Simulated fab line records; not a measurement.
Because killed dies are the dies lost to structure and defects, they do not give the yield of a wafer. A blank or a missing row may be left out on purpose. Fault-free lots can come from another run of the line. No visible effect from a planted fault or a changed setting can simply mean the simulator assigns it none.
Split-lot experiment / flow n5_finfet / 21 wafers read across 7 lots, on a route 1938 steps long

## ABOUT THE SPLIT
At N5_GATE_CUT_COAT_27 (time 60 s, resist thk 10 nm), the setting spin_rpm was moved away from the recipe's 1500 rpm on 3 of the 21 wafers read, by +2.9% to +9.4%. The other wafers ran this setting at the recipe's value.

## FROM THE SPLIT TO THE READING: what the file shows between them, 3 steps
- N5_GATE_CUT_COAT_07: resist thk 30 nm
- N5_GATE_CUT_EBR_09
- N5_GATE_CUT_DESCUM_18: chemistry O2, time 7 s

## THE READING
etch.depth_nm (the simulator's own value, which no gauge read), in nm, at N5_GATE_CUT_ETCH_28 (etches underlayer in N2/H2, target depth 13 nm, time 10.4 s). The file gives no usual value for it. Here, 18 wafers ran the recipe; their average is 10.002 nm with a standard deviation of 0.023 nm.

wafer=L074.1; tool, chamber at the split=litho_track-02, 0; spin_rpm as run, rpm=1500; against the recipe=recipe; etch.depth_nm, nm=10.04; against lot-mates on the recipe=-
wafer=L074.2; tool, chamber at the split=litho_track-02, 0; spin_rpm as run, rpm=1500; against the recipe=recipe; etch.depth_nm, nm=10.02; against lot-mates on the recipe=-
wafer=L074.3; tool, chamber at the split=litho_track-02, 0; spin_rpm as run, rpm=1500; against the recipe=recipe; etch.depth_nm, nm=10.03; against lot-mates on the recipe=-
wafer=L083.2; tool, chamber at the split=litho_track-01, 0; spin_rpm as run, rpm=1500; against the recipe=recipe; etch.depth_nm, nm=9.98; against lot-mates on the recipe=-
wafer=L083.3; tool, chamber at the split=litho_track-01, 0; spin_rpm as run, rpm=1500; against the recipe=recipe; etch.depth_nm, nm=9.992; against lot-mates on the recipe=-
wafer=L083.6; tool, chamber at the split=litho_track-01, 0; spin_rpm as run, rpm=1500; against the recipe=recipe; etch.depth_nm, nm=10.02; against lot-mates on the recipe=-
wafer=L089.1; tool, chamber at the split=litho_track-02, 0; spin_rpm as run, rpm=1500; against the recipe=recipe; etch.depth_nm, nm=10.01; against lot-mates on the recipe=-
wafer=L089.2; tool, chamber at the split=litho_track-02, 0; spin_rpm as run, rpm=1500; against the recipe=recipe; etch.depth_nm, nm=10.01; against lot-mates on the recipe=-
wafer=L089.3; tool, chamber at the split=litho_track-02, 0; spin_rpm as run, rpm=1500; against the recipe=recipe; etch.depth_nm, nm=10.02; against lot-mates on the recipe=-
wafer=L090.3; tool, chamber at the split=litho_track-01, 0; spin_rpm as run, rpm=1641; against the recipe=+9.4%; etch.depth_nm, nm=9.597; against lot-mates on the recipe=-0.443
wafer=L090.4; tool, chamber at the split=litho_track-01, 0; spin_rpm as run, rpm=1641; against the recipe=+9.4%; etch.depth_nm, nm=9.595; against lot-mates on the recipe=-0.445
wafer=L090.5; tool, chamber at the split=litho_track-01, 0; spin_rpm as run, rpm=1500; against the recipe=recipe; etch.depth_nm, nm=10.04; against lot-mates on the recipe=-
wafer=L092.1; tool, chamber at the split=litho_track-01, 0; spin_rpm as run, rpm=1500; against the recipe=recipe; etch.depth_nm, nm=9.991; against lot-mates on the recipe=-
wafer=L092.2; tool, chamber at the split=litho_track-01, 0; spin_rpm as run, rpm=1500; against the recipe=recipe; etch.depth_nm, nm=9.997; against lot-mates on the recipe=-
wafer=L092.3; tool, chamber at the split=litho_track-01, 0; spin_rpm as run, rpm=1500; against the recipe=recipe; etch.depth_nm, nm=9.999; against lot-mates on the recipe=-
wafer=L093.3; tool, chamber at the split=litho_track-02, 0; spin_rpm as run, rpm=1500; against the recipe=recipe; etch.depth_nm, nm=9.952; against lot-mates on the recipe=-
wafer=L093.4; tool, chamber at the split=litho_track-02, 0; spin_rpm as run, rpm=1500; against the recipe=recipe; etch.depth_nm, nm=9.972; against lot-mates on the recipe=-
wafer=L093.5; tool, chamber at the split=litho_track-02, 0; spin_rpm as run, rpm=1500; against the recipe=recipe; etch.depth_nm, nm=9.98; against lot-mates on the recipe=-
wafer=L095.4; tool, chamber at the split=litho_track-02, 0; spin_rpm as run, rpm=1500; against the recipe=recipe; etch.depth_nm, nm=9.983; against lot-mates on the recipe=-
wafer=L095.5; tool, chamber at the split=litho_track-02, 0; spin_rpm as run, rpm=1543; against the recipe=+2.9%; etch.depth_nm, nm=9.849; against lot-mates on the recipe=-0.139
wafer=L095.6; tool, chamber at the split=litho_track-02, 0; spin_rpm as run, rpm=1500; against the recipe=recipe; etch.depth_nm, nm=9.994; against lot-mates on the recipe=-

THE FIT
A straight line over all 21 wafers: etch.depth_nm changes by -0.0435 nm for each +1% of spin_rpm; r = -0.98; the points scatter about the line by 0.024 nm.
The same after taking each lot's own level away (the mean of its wafers on the recipe; 21 wafers): -0.0473 nm for each +1%; r = -1.00; scatter 0.0093 nm.
According to that fit, moving spin_rpm by its largest amount changes the reading by 0.44 nm.
The span of the lots' own levels, 9.9680 to 10.0400 nm, comes to 3.1 times the standard deviation stated above.
Consequently the slope shifts little with the lot-to-lot level, the two slopes agreeing.
Check: for one of the wafers moved furthest among these (+9.4%), held out of the fit, the line's prediction against its lot-mates is -0.446 nm. Against them it came out at -0.443 nm.

## THE WHOLE CHAIN: every reading that the file lists as answering this split, in the file's order
step=N5_GATE_CUT_COAT_27; what it does=time 60 s, resist thk 10 nm; reading=underlayer_of_GATE_CUT_COAT_27.thk_nm (the simulator's own value, which no gauge read); change (the file's fit)=-0.0449 nm for each +1% of the setting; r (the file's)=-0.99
step=N5_GATE_CUT_ETCH_28; what it does=etches underlayer in N2/H2, target depth 13 nm, time 10.4 s; reading=etch.depth_nm (the simulator's own value, which no gauge read); change (the file's fit)=-0.0471 nm for each +1% of the setting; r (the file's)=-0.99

## THE FILE'S OWN FIT
etch.depth_nm changes by -0.0471 nm for each +1% of spin_rpm, r = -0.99.
